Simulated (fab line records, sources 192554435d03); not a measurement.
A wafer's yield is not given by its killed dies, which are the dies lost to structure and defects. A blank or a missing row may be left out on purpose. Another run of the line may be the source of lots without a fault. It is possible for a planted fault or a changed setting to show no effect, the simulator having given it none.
Chamber matching -- flow n5 finfet -- rie diel-03 running N5_BEOL_M8_STRIP_36: 4 sister chambers
The step strips in N2/H2. 14 wafers are shown with their chamber, then 7 later ones without.

EACH WAFER AND ITS CHAMBER
wafer,chamber,drypump motor current A (A),throttle valve pct (%),showerhead plenum p Torr (Torr)
L077.2,1,6.5,23.81,2.49
L077.3,0,5.7,24.04,2.57
L077.5,1,6.5,23.83,2.49
L086.1,3,6.3,23.58,2.54
L086.5,0,5.7,24.08,2.56
L086.6,3,6.4,23.56,2.54
L091.2,2,5.5,24.03,2.60
L091.3,1,6.5,23.84,2.48
L091.5,1,6.5,23.85,2.48
L094.2,1,6.5,23.88,2.48
L094.3,3,6.3,23.56,2.53
L094.4,2,5.5,24.03,2.59
L095.1,3,6.3,23.62,2.53
L095.3,1,6.5,23.86,2.47

SIGNATURES, as means of the wafers listed above
reading,chamber 0,chamber 1,chamber 2,chamber 3,scatter within a chamber
drypump motor current A,5.700,6.500,5.500,6.325,0.0274
throttle valve pct,24.0600,23.8450,24.0300,23.5800,0.0248
showerhead plenum p Torr,2.5650,2.4817,2.5950,2.5350,0.00695
Rule: for a wafer and a chamber, the distance is found by dividing, reading by reading, the gap between the wafer's reading and the chamber's mean by the reading's scatter, squaring, summing and taking the root. If the next closest chamber is less than 2 further off than the closest, the wafer can't be placed; otherwise it belongs to the closest. How the scatter is found: for the shown wafers, subtract from each reading the mean of its chamber, square and add these, divide the total by (wafers less chambers), then take the root.

WAFERS WITH NO CHAMBER GIVEN
wafer,drypump motor current A (A),throttle valve pct (%),showerhead plenum p Torr (Torr)
L095.5,6.3,23.61,2.53
L097.2,6.5,23.89,2.47
L097.3,6.3,23.57,2.53
L097.5,5.7,24.13,2.54
L096.1,6.3,23.58,2.53
L096.3,6.5,23.87,2.47
L096.5,5.5,24.05,2.59

WHICH CHAMBER EACH ONE RAN IN
wafer,from the rows above,in truth
L095.5,3,3
L097.2,1,1
L097.3,3,3
L097.5,0,0
L096.1,3,3
L096.3,1,1
L096.5,2,2
7 of 7 placed correctly. Not placeable from these rows: 0. 0 placed wrongly.
